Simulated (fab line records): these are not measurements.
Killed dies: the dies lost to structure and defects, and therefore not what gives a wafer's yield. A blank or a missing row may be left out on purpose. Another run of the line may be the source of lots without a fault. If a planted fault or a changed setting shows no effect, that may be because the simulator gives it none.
Matching of chambers | flow n5-finfet | 4 sister chambers for N5_FIN_SAQP_ALD_61 on ald-sin-03
The step deposits SiO2, target thk 4 nm, pulse time 1 s, purge time 2 s. 4 wafers are shown with their chamber, then 7 later ones without.

## WAFERS PAIRED WITH THEIR CHAMBERS
wafer  | chamber | heater-power-w (W)
L088.2 | 1       | 446
L088.3 | 0       | 522
L090.1 | 3       | 388
L090.3 | 2       | 361

## WAFERS WHOSE CHAMBER IS MISSING
wafer  | heater-power-w (W)
L090.6 | 525
L092.1 | 384
L092.4 | 503
L092.6 | 455
L096.2 | 459
L096.3 | 522
L096.6 | 446

## THE CHAMBER EACH PASSED THROUGH
wafer  | from the rows above     | in truth
L090.6 | 0                       | 0
L092.1 | can't be placed: 3 or 2 | 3
L092.4 | 0                       | 0
L092.6 | 1                       | 1
L096.2 | 1                       | 1
L096.3 | 0                       | 0
L096.6 | 1                       | 1
Correctly placed: 6 of 7. Unplaceable from these rows: 1, with the true chamber sitting among the candidates in 1. 0 placed wrongly.
How it was worked out, from the rows above alone: a wafer's distance from a chamber is the root of the sum, over the readings, of the square of ((its reading less the chamber's mean) divided by the reading's scatter). If the next closest chamber is less than 2 further off than the closest, the wafer can't be placed; otherwise it belongs to the closest. Each chamber's mean is taken over the wafers shown for it. The scatter: with one shown wafer a chamber, the root of the mean of the squares of how far each hidden wafer lies from its nearest shown one.
